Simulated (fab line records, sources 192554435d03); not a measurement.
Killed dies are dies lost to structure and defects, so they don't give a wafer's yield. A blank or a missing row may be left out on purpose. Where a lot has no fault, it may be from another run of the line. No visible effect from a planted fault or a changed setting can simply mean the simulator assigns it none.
Problem report, 8D (eight disciplines) form, completed by code / flow n5Finfet / the parts of the form that need people (team, actions taken, sign-off) are left out

## 1. THE PROBLEM
Mean of plateTempC at N5_BEOL_M1_COAT_73: 209.42 C across 9 wafers in 3 lots; on wafers with no fault it is 204.97 C (standard deviation 0.15). That puts it +30 standard deviations away from the usual mean.
The step: time 60 s, resist thk 5 nm.
The first sign was on wafer L912.1 at day 8 08:38, on lithoTrack-02. Wafers with a number at this step in the record: 33, from 11 lots. Rule for "out" (also "out of limits"): further than 4 standard deviations from the usual mean. The rest of the wafers with a number are treated as sound.

## 2. WHAT THIS IS AND IS NOT
question=which readings at this step | is=plateTempC, heaterPowerTotalW | is not=exhaustPa
question=which lots | is=L912, L913, L914 | is not=L907, L908, L909, L910, L917, L918, L920, L926
question=which wafers of those lots | is=all that have a number | is not=-
question=read on which tools | is=lithoTrack-02 | is not=lithoTrack-03, lithoTrack-05
question=when | is=from day 8 08:38 | is not=up to then (12 sound wafers); but 12 sound wafers of L917, L918, L920, L926 came after

## 3. THE SUSPECTS, EACH WITH WHAT RULES IT OUT
Counting: a tool at a process step up to the reading stays a suspect if it ran every lot that is out and no sound lot after the first of them.
- pecvd-02 at N5_BEOL_M1_PECVD_72 (deposits SiO2 from TEOS/O2, target thk 16 nm, time 18 s): ruled out as a lasting fault. The sound lots L917, L926 went through it after L912, its earliest lot that is out (day 8 04:48).
- lithoTrack-02 at N5_BEOL_M1_COAT_73 (time 60 s, resist thk 5 nm): kept. Every lot that is out went through it, starting with L912 (day 8 08:38), and after that it ran no sound lot; the last sound lot it ran before then is L910 (day 7 19:48). On those wafers its own readings are out: heaterPowerTotalW, plateTempC.
Remaining after the count: lithoTrack-02 at N5_BEOL_M1_COAT_73.

## 4. THE CAUSE (what the simulator had put in)
Process parameter drift: lithoTrack-02, from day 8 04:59 on, at N5_BEOL_M1_COAT_73. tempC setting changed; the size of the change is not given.
Only this tool survived the counting.

## 5. THE EFFECT CHAIN, in route order
Each row: a reading whose mean over the struck wafers that have a number lies more than 3 standard deviations from the usual. Scope: only readings with a usual standard deviation given in the record; hours: median across lots of the time from each lot's start at the first step in this table that gives one to its start at this step; sigmas: change in usual standard deviations.
hours=0; step=N5_BEOL_M1_COAT_73; reading=heaterPowerTotalW; usual=391.8 W; on struck wafers=402.1; change=+10.3; sigmas=+7.3
hours=0; step=N5_BEOL_M1_COAT_73; reading=plateTempC; usual=204.97 C; on struck wafers=209.42; change=+4.45; sigmas=+30
Its process steps:
- N5_BEOL_M1_COAT_73: time 60 s, resist thk 5 nm.
At these later measuring or inspecting steps, every struck wafer for which the step has a row has a number for every such reading, and none has moved that far: N5_BEOL_M4_RC_MEAS_101.

## 6. WHAT WOULD HAVE CAUGHT IT SOONER
4 hours passed between the start of the fault at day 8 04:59 and the first reading out of limits in this record, taken at day 8 08:38.
